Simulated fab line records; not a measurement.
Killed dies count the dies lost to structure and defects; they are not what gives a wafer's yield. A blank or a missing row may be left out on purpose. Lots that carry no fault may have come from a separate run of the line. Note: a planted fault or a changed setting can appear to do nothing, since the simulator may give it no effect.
Which of the tools did it? | flow nand_harc | 24 lots with 72 wafers sampled at 5 steps, on a route of 1159 steps

## WHAT THE GAUGES SHOWED, per wafer
NHARC_P_CONTACT_CD_MEAS_12 targets a cd of 90 nm. Usual: cd_nm reads 89.9 nm (standard deviation 0.43).
lot  | measured     | on        | cd_nm (nm)     | flag
L074 | day 5 10:30  | cd_sem-02 | 90.0 89.9 90.0 |
L075 | day 6 03:07  | cd_sem-01 | 89.7 90.1 89.7 |
L076 | day 6 04:20  | cd_sem-01 | 90.4 90.1 90.2 |
L077 | day 6 09:29  | cd_sem-03 | 89.3 89.9 89.9 |
L079 | day 6 18:16  | cd_sem-01 | 88.8 89.4 89.4 |
L078 | day 6 19:15  | cd_sem-03 | 90.5 90.3 90.6 |
L080 | day 6 19:52  | cd_sem-02 | 89.9 91.0 90.3 |
L081 | day 7 08:06  | cd_sem-03 | 89.8 90.0 90.3 |
L083 | day 7 14:56  | cd_sem-03 | 89.9 89.6 90.6 |
L082 | day 7 17:41  | cd_sem-02 | 89.5 90.0 90.0 |
L085 | day 8 08:01  | cd_sem-03 | 89.8 90.0 89.5 |
L084 | day 8 08:53  | cd_sem-03 | 89.5 90.4 90.0 |
L086 | day 8 21:01  | cd_sem-01 | 89.8 89.6 89.8 |
L088 | day 8 21:51  | cd_sem-02 | 90.2 90.6 90.3 |
L087 | day 8 22:37  | cd_sem-03 | 89.7 90.4 89.9 |
L089 | day 9 11:06  | cd_sem-01 | 89.7 89.9 90.1 |
L090 | day 9 11:44  | cd_sem-02 | 89.6 89.9 89.7 |
L092 | day 9 22:26  | cd_sem-02 | 90.1 89.9 90.2 |
L091 | day 10 00:27 | cd_sem-02 | 89.6 89.9 90.1 |
L093 | day 10 04:29 | cd_sem-03 | 89.8 89.1 90.2 |
L094 | day 10 15:07 | cd_sem-02 | 89.7 90.1 89.7 |
L095 | day 10 15:43 | cd_sem-02 | 89.0 89.2 88.9 |
L097 | day 11 01:56 | cd_sem-03 | 89.6 90.0 90.0 |
L096 | day 11 03:02 | cd_sem-01 | 90.2 89.9 89.9 |

NHARC_P_BONDPAD_OVL_MEAS_38. Usual: overlay_x_nm 0 nm, standard deviation 6.8; overlay_y_nm 0 nm, standard deviation 5.4.
lot  | measured     | on         | overlay_x_nm (nm) | overlay_y_nm (nm) | flag
L074 | day 6 11:29  | overlay-02 | -3 -3 -3          | 0 1 0             |
L075 | day 7 01:00  | overlay-01 | -15 -15 -15       | -2 -2 -2          |
L076 | day 7 01:19  | overlay-01 | 0 1 0             | 2 2 2             |
L077 | day 7 02:38  | overlay-01 | -2 -2 -2          | 12 12 11          |
L079 | day 7 17:34  | overlay-02 | -5 -5 -5          | 2 2 2             |
L078 | day 7 18:34  | overlay-02 | -9 -9 -9          | -3 -3 -3          |
L080 | day 7 18:58  | overlay-02 | 1 2 1             | -8 -9 -8          |
L081 | day 8 01:29  | overlay-01 | 3 2 2             | 0 0 0             |
L083 | day 8 11:50  | overlay-02 | 6 6 6             | 2 2 2             |
L082 | day 8 14:46  | overlay-02 | -5 -6 -6          | 9 9 8             |
L085 | day 9 01:50  | overlay-02 | 5 5 6             | 0 0 0             |
L084 | day 9 02:14  | overlay-02 | 14 14 14          | 0 -1 0            |
L086 | day 9 15:06  | overlay-01 | -6 -6 -6          | 8 8 8             |
L088 | day 9 15:14  | overlay-02 | 13 14 14          | -6 -6 -6          |
L087 | day 9 15:52  | overlay-02 | -5 -5 -5          | -5 -6 -5          |
L089 | day 10 07:14 | overlay-01 | 0 0 0             | -6 -6 -6          |
L090 | day 10 08:25 | overlay-02 | -3 -1 -2          | -1 -1 -1          |
L092 | day 10 17:54 | overlay-02 | 14 14 14          | -1 -1 -1          |
L091 | day 10 18:10 | overlay-02 | 2 3 3             | -11 -10 -10       |
L093 | day 10 21:54 | overlay-02 | 3 3 4             | 5 5 5             |
L094 | day 11 09:29 | overlay-02 | -2 -2 -2          | 8 8 8             |
L095 | day 11 14:17 | overlay-01 | 1 1 1             | 2 2 2             |
L097 | day 11 19:12 | overlay-01 | -1 -2 -1          | 3 3 2             |
L096 | day 11 20:01 | overlay-01 | 2 1 1             | -2 -2 -2          |

NHARC_A_ONON_D1_THK_MEAS_21: measures by ellipsometry. Usual: thk_nm reads 999 nm (standard deviation 9.3).
lot  | measured     | on            | thk_nm (nm)    | flag
L074 | day 8 01:14  | film_metro-01 | 1012 1013 1012 |
L075 | day 8 14:49  | film_metro-02 | 994 996 994    |
L076 | day 8 14:49  | film_metro-01 | 999 997 997    |
L077 | day 8 14:48  | film_metro-01 | 993 994 992    |
L079 | day 9 06:35  | film_metro-01 | 1005 1006 1008 |
L078 | day 9 06:56  | film_metro-01 | 1019 1022 1021 |
L080 | day 9 06:40  | film_metro-01 | 988 988 989    |
L081 | day 9 15:40  | film_metro-01 | 998 999 998    |
L083 | day 10 02:40 | film_metro-02 | 1015 1014 1014 |
L082 | day 10 02:40 | film_metro-02 | 983 984 983    |
L085 | day 10 16:41 | film_metro-02 | 1008 1009 1009 |
L084 | day 10 16:41 | film_metro-01 | 993 993 990    |
L086 | day 11 03:28 | film_metro-02 | 993 995 995    |
L088 | day 11 03:30 | film_metro-02 | 1005 1008 1007 |
L087 | day 11 03:28 | film_metro-01 | 998 996 998    |
L089 | day 11 21:29 | film_metro-01 | 984 984 983    |
L090 | day 11 21:29 | film_metro-02 | 994 994 995    |
L092 | day 12 07:02 | film_metro-01 | 999 1000 1001  |
L091 | day 12 07:02 | film_metro-02 | 1008 1008 1007 |
L093 | day 12 18:50 | film_metro-02 | 994 995 994    |
L094 | day 12 23:49 | film_metro-02 | 997 996 995    |
L095 | day 13 05:59 | film_metro-02 | 994 995 994    |
L097 | day 13 06:08 | film_metro-01 | 997 998 1000   |
L096 | day 13 06:21 | film_metro-02 | 1006 1007 1006 |

## EACH LOT AND THE TOOL THAT RAN IT (in order: tool; ch and the chambers of the sampled wafers; start)
lot  | NHARC_P_CONTACT_STRIP_28           | NHARC_P_BONDPAD_DEGAS_25
L074 | rie_diel-11 ch 0,2, day 5 11:38    | pvd_sputter-03, day 6 13:00
L075 | rie_diel-13 ch 1,2,3, day 6 04:17  | pvd_sputter-03, day 7 02:07
L076 | rie_diel-11 ch 0,1,3, day 6 05:29  | pvd_sputter-01, day 7 02:31
L077 | rie_diel-11 ch 0,1,2, day 6 10:38  | pvd_sputter-03, day 7 03:43
L079 | rie_diel-11 ch 0,1, day 6 19:24    | pvd_sputter-03, day 7 18:37
L078 | rie_diel-13 ch 0,1,2, day 6 20:25  | pvd_sputter-02, day 7 19:40
L080 | rie_diel-13 ch 1,2,3, day 6 21:03  | pvd_sputter-02, day 7 20:02
L081 | rie_diel-13 ch 0,1, day 7 09:15    | pvd_sputter-02, day 8 02:35
L083 | rie_diel-13 ch 1,2, day 7 16:04    | pvd_sputter-03, day 8 12:55
L082 | rie_diel-11 ch 2,3, day 7 18:50    | pvd_sputter-01, day 8 15:51
L085 | rie_diel-13 ch 0,1,2, day 8 09:13  | pvd_sputter-02, day 9 03:08
L084 | rie_diel-13 ch 1,2, day 8 10:01    | pvd_sputter-03, day 9 03:17
L086 | rie_diel-02 ch 0,1,2, day 8 22:10  | pvd_sputter-03, day 9 16:17
L088 | rie_diel-02 ch 0,2,3, day 8 23:01  | pvd_sputter-02, day 9 16:19
L087 | rie_diel-13 ch 1,2,3, day 8 23:52  | pvd_sputter-01, day 9 16:55
L089 | rie_diel-11 ch 0,1, day 9 12:16    | pvd_sputter-03, day 10 08:24
L090 | rie_diel-13 ch 0,1, day 9 12:52    | pvd_sputter-03, day 10 09:35
L092 | rie_diel-13 ch 0,1,3, day 9 23:34  | pvd_sputter-01, day 10 19:12
L091 | rie_diel-02 ch 0,3, day 10 01:35   | pvd_sputter-03, day 10 19:24
L093 | rie_diel-11 ch 0,2, day 10 05:37   | pvd_sputter-03, day 10 23:00
L094 | rie_diel-11 ch 0,1,3, day 10 16:18 | pvd_sputter-01, day 11 10:33
L095 | rie_diel-13 ch 1,2, day 10 16:58   | pvd_sputter-02, day 11 15:42
L097 | rie_diel-11 ch 1,2,3, day 11 03:04 | pvd_sputter-03, day 11 20:29
L096 | rie_diel-11 ch 0,2,3, day 11 04:17 | pvd_sputter-03, day 11 21:05
- NHARC_P_CONTACT_STRIP_28: strips in O2.
- NHARC_P_BONDPAD_DEGAS_25: time 60 s.

## WHAT THE TOOLS THEMSELVES READ (means of the sampled wafers that have a number; where no wafer has one, the mark that the record gives instead)
NHARC_P_CONTACT_STRIP_28. Usual: drypump_motor_current_A 5.8 A, standard deviation 0.54; oes_product_au 1.003 a.u., standard deviation 0.0078; rf_vpp_V 57.9 V, standard deviation 0.8; showerhead_plenum_p_Torr 3.62 Torr, standard deviation 0.14; throttle_valve_pct 17.036 %, standard deviation 0.0089.
lot  | tool        | drypump_motor_current_A (A) | oes_product_au (a.u.) | rf_vpp_V (V) | showerhead_plenum_p_Torr (Torr) | throttle_valve_pct (%) | flag
L074 | rie_diel-11 | 5.7                         | 1.005                 | 58.1         | 3.49                            | 17.036                 |
L075 | rie_diel-13 | 5.7                         | 0.992                 | 57.6         | 3.65                            | 17.031                 |
L076 | rie_diel-11 | 6.3                         | 1.008                 | 57.8         | 3.61                            | 17.031                 |
L077 | rie_diel-11 | 5.9                         | 1.012                 | 58.1         | 3.58                            | 17.031                 |
L079 | rie_diel-11 | 6.1                         | 1.008                 | 58.6         | 3.66                            | 17.028                 |
L078 | rie_diel-13 | 5.8                         | 0.998                 | 58.0         | 3.75                            | 17.035                 |
L080 | rie_diel-13 | 5.7                         | 1.002                 | 58.2         | 3.64                            | 17.048                 |
L081 | rie_diel-13 | 5.4                         | 0.995                 | 58.3         | 3.75                            | 17.038                 |
L083 | rie_diel-13 | 5.8                         | 1.001                 | 57.8         | 3.75                            | 17.030                 |
L082 | rie_diel-11 | 5.6                         | 1.011                 | 57.5         | 3.46                            | 17.036                 |
L085 | rie_diel-13 | 5.8                         | 0.999                 | 58.3         | 3.75                            | 17.042                 |
L084 | rie_diel-13 | 5.8                         | 1.000                 | 58.5         | 3.75                            | 17.036                 |
L086 | rie_diel-02 | 5.8                         | 1.005                 | 57.4         | 3.68                            | 17.033                 |
L088 | rie_diel-02 | 5.8                         | 1.008                 | 58.6         | 3.56                            | 17.040                 |
L087 | rie_diel-13 | 5.7                         | 0.997                 | 58.7         | 3.64                            | 17.035                 |
L089 | rie_diel-11 | 6.4                         | 0.999                 | 57.7         | 3.63                            | 17.032                 |
L090 | rie_diel-13 | 5.5                         | 1.004                 | 58.8         | 3.76                            | 17.034                 |
L092 | rie_diel-13 | 5.3                         | 1.002                 | 57.3         | 3.65                            | 17.031                 |
L091 | rie_diel-02 | 5.6                         | 1.004                 | 58.2         | 3.63                            | 17.038                 |
L093 | rie_diel-11 | 5.7                         | 1.000                 | 57.5         | 3.48                            | 17.034                 |
L094 | rie_diel-11 | 6.3                         | 1.014                 | 58.0         | 3.60                            | 17.034                 |
L095 | rie_diel-13 | 5.9                         | 1.003                 | 57.9         | 3.75                            | 17.033                 |
L097 | rie_diel-11 | 5.8                         | 0.998                 | 57.3         | 3.55                            | 17.042                 |
L096 | rie_diel-11 | 6.0                         | 1.010                 | 57.5         | 3.51                            | 17.037                 |

NHARC_P_BONDPAD_DEGAS_25. Usual: heater_power_w reads 467 W (standard deviation 57).
lot  | tool           | heater_power_w (W) | flag
L074 | pvd_sputter-03 | 471                |
L075 | pvd_sputter-03 | 426                |
L076 | pvd_sputter-01 | 469                |
L077 | pvd_sputter-03 | 470                |
L079 | pvd_sputter-03 | 474                |
L078 | pvd_sputter-02 | 464                |
L080 | pvd_sputter-02 | 459                |
L081 | pvd_sputter-02 | 487                |
L083 | pvd_sputter-03 | 512                |
L082 | pvd_sputter-01 | 494                |
L085 | pvd_sputter-02 | 466                |
L084 | pvd_sputter-03 | 415                |
L086 | pvd_sputter-03 | 464                |
L088 | pvd_sputter-02 | 489                |
L087 | pvd_sputter-01 | 483                |
L089 | pvd_sputter-03 | 516                |
L090 | pvd_sputter-03 | 463                |
L092 | pvd_sputter-01 | 493                |
L091 | pvd_sputter-03 | 418                |
L093 | pvd_sputter-03 | 522                |
L094 | pvd_sputter-01 | 514                |
L095 | pvd_sputter-02 | 503                |
L097 | pvd_sputter-03 | 471                |
L096 | pvd_sputter-03 | 469                |

## THE ANSWER, worked out from the rows above alone
Rule: take the mean of a lot's wafers that have a number; if it is more than 3 standard deviations from the usual mean, the lot is off. Also off: a lot with no number at a reading for which 4 or more lots have one. Any other lot the step has rows for is counted as sound. Order of review: gauges by route order, followed by the tools' own readings, for which a lot's mean as printed above is used. The first step at which some lot is off is used, and at that step the reading that is off furthest; a lot without a number counts as furthest.
Across all readings shown, no lot is off: no conclusion can be drawn from this.

## WHAT HAD BEEN PUT IN BY THE SIMULATOR
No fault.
